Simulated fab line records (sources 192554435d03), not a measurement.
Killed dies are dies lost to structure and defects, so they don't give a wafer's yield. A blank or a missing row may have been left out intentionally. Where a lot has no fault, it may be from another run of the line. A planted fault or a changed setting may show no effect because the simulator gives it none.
Chamber matching / flow n5_finfet / rie_diel-02 running N5_BEOL_M11_ETCH_62: 4 sister chambers
The step etches SOC in N2/H2, target depth 110 nm, overetch 22 nm, time 165 s. 8 wafers are shown with their chamber, then 8 later ones without.

## WAFERS WITH THEIR CHAMBER
wafer=L076.3; chamber=2; throttle_valve_pct (%)=18.08; showerhead_plenum_p_Torr (Torr)=2.64
wafer=L077.2; chamber=3; throttle_valve_pct (%)=17.87; showerhead_plenum_p_Torr (Torr)=2.48
wafer=L077.6; chamber=3; throttle_valve_pct (%)=17.85; showerhead_plenum_p_Torr (Torr)=2.48
wafer=L083.3; chamber=0; throttle_valve_pct (%)=17.88; showerhead_plenum_p_Torr (Torr)=2.70
wafer=L084.1; chamber=2; throttle_valve_pct (%)=18.10; showerhead_plenum_p_Torr (Torr)=2.63
wafer=L084.3; chamber=0; throttle_valve_pct (%)=17.90; showerhead_plenum_p_Torr (Torr)=2.70
wafer=L084.6; chamber=1; throttle_valve_pct (%)=17.66; showerhead_plenum_p_Torr (Torr)=2.43
wafer=L085.3; chamber=1; throttle_valve_pct (%)=17.67; showerhead_plenum_p_Torr (Torr)=2.43

## WAFERS MISSING THEIR CHAMBER
wafer=L085.4; throttle_valve_pct (%)=17.45; showerhead_plenum_p_Torr (Torr)=2.48
wafer=L085.6; throttle_valve_pct (%)=17.89; showerhead_plenum_p_Torr (Torr)=2.69
wafer=L088.3; throttle_valve_pct (%)=17.66; showerhead_plenum_p_Torr (Torr)=2.43
wafer=L088.4; throttle_valve_pct (%)=17.47; showerhead_plenum_p_Torr (Torr)=2.48
wafer=L088.6; throttle_valve_pct (%)=17.89; showerhead_plenum_p_Torr (Torr)=2.69
wafer=L090.2; throttle_valve_pct (%)=17.91; showerhead_plenum_p_Torr (Torr)=2.69
wafer=L090.4; throttle_valve_pct (%)=17.70; showerhead_plenum_p_Torr (Torr)=2.42
wafer=L090.6; throttle_valve_pct (%)=17.49; showerhead_plenum_p_Torr (Torr)=2.48

## CHAMBER TAKEN BY EACH
wafer=L085.4; from the rows above=1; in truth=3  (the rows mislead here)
wafer=L085.6; from the rows above=0; in truth=0
wafer=L088.3; from the rows above=1; in truth=1
wafer=L088.4; from the rows above=1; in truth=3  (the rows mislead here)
wafer=L088.6; from the rows above=0; in truth=0
wafer=L090.2; from the rows above=0; in truth=0
wafer=L090.4; from the rows above=1; in truth=1
wafer=L090.6; from the rows above=1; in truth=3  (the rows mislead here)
Placed correctly: 5 of 8. Not placeable from these rows: 0. Placed wrongly: 3.
How it was worked out, from the rows above alone: a wafer's distance from a chamber is the root of the sum, over the readings, of the square of ((its reading less the chamber's mean) divided by the reading's scatter). If the next closest chamber is less than 2 further off than the closest, the wafer can't be placed; otherwise it belongs to the closest. A chamber's mean is the mean of its shown wafers. The scatter is the square root of a quotient: the sum, over the shown wafers, of each reading's squared deviation from its chamber's mean, divided by wafers minus chambers.
